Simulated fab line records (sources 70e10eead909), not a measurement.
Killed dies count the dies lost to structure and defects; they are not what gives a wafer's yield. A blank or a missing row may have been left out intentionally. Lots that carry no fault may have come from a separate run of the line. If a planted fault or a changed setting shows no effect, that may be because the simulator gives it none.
Chamber matching / flow nand harc / NHARC_A_STAIRCASE_DEP_325 on pecvd-02: 3 sister chambers
The step deposits SiO2, target thk 3800 nm. 16 wafers are shown with their chamber, then 8 later ones without.

== EACH WAFER AND ITS CHAMBER ==
wafer=L075.2; chamber=1; heater power w (W)=609; heater power outer w (W)=369
wafer=L075.3; chamber=2; heater power w (W)=851; heater power outer w (W)=508
wafer=L075.5; chamber=0; heater power w (W)=663; heater power outer w (W)=357
wafer=L078.2; chamber=0; heater power w (W)=730; heater power outer w (W)=403
wafer=L078.3; chamber=1; heater power w (W)=737; heater power outer w (W)=447
wafer=L078.5; chamber=1; heater power w (W)=613; heater power outer w (W)=356
wafer=L081.1; chamber=2; heater power w (W)=838; heater power outer w (W)=472
wafer=L081.2; chamber=0; heater power w (W)=712; heater power outer w (W)=379
wafer=L081.4; chamber=2; heater power w (W)=721; heater power outer w (W)=390
wafer=L084.1; chamber=1; heater power w (W)=723; heater power outer w (W)=448
wafer=L084.2; chamber=2; heater power w (W)=789; heater power outer w (W)=431
wafer=L084.6; chamber=1; heater power w (W)=593; heater power outer w (W)=353
wafer=L085.1; chamber=2; heater power w (W)=817; heater power outer w (W)=448
wafer=L085.4; chamber=0; heater power w (W)=670; heater power outer w (W)=349
wafer=L085.5; chamber=2; heater power w (W)=730; heater power outer w (W)=396
wafer=L091.1; chamber=2; heater power w (W)=901; heater power outer w (W)=530

SIGNATURES (means of the wafers above)
reading=heater power w; chamber 0=693.75; chamber 1=655.00; chamber 2=806.71; scatter within a chamber=60.6
reading=heater power outer w; chamber 0=372.00; chamber 1=394.60; chamber 2=453.57; scatter within a chamber=46.6
Rule: distance of a wafer from a chamber = root of the sum over the readings of ((wafer's reading minus chamber's mean) / reading's scatter) squared. The wafer belongs to the nearest chamber; if the next one is less than 2 further off, it can't be placed. The scatter: the root of (the sum of the squares of (reading less its chamber's mean) over the shown wafers, divided by (wafers less chambers)).

== WAFERS WHOSE CHAMBER IS MISSING ==
wafer=L091.4; heater power w (W)=658; heater power outer w (W)=346
wafer=L091.6; heater power w (W)=585; heater power outer w (W)=364
wafer=L094.1; heater power w (W)=703; heater power outer w (W)=357
wafer=L094.4; heater power w (W)=589; heater power outer w (W)=356
wafer=L094.6; heater power w (W)=663; heater power outer w (W)=347
wafer=L095.1; heater power w (W)=696; heater power outer w (W)=438
wafer=L095.3; heater power w (W)=808; heater power outer w (W)=446
wafer=L095.6; heater power w (W)=591; heater power outer w (W)=351

== EACH ONE'S CHAMBER ==
wafer=L091.4; from the rows above=can't be placed: 0 or 1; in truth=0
wafer=L091.6; from the rows above=can't be placed: 1 or 0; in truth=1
wafer=L094.1; from the rows above=can't be placed: 0 or 1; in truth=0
wafer=L094.4; from the rows above=can't be placed: 1 or 0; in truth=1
wafer=L094.6; from the rows above=can't be placed: 0 or 1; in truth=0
wafer=L095.1; from the rows above=can't be placed: 1 or 0 or 2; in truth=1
wafer=L095.3; from the rows above=2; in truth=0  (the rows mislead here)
wafer=L095.6; from the rows above=can't be placed: 1 or 0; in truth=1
Correct placement for 0 of the 8. From these rows, 7 cannot be placed; in 7 the true chamber is one of the candidates. Placed wrongly: 1.
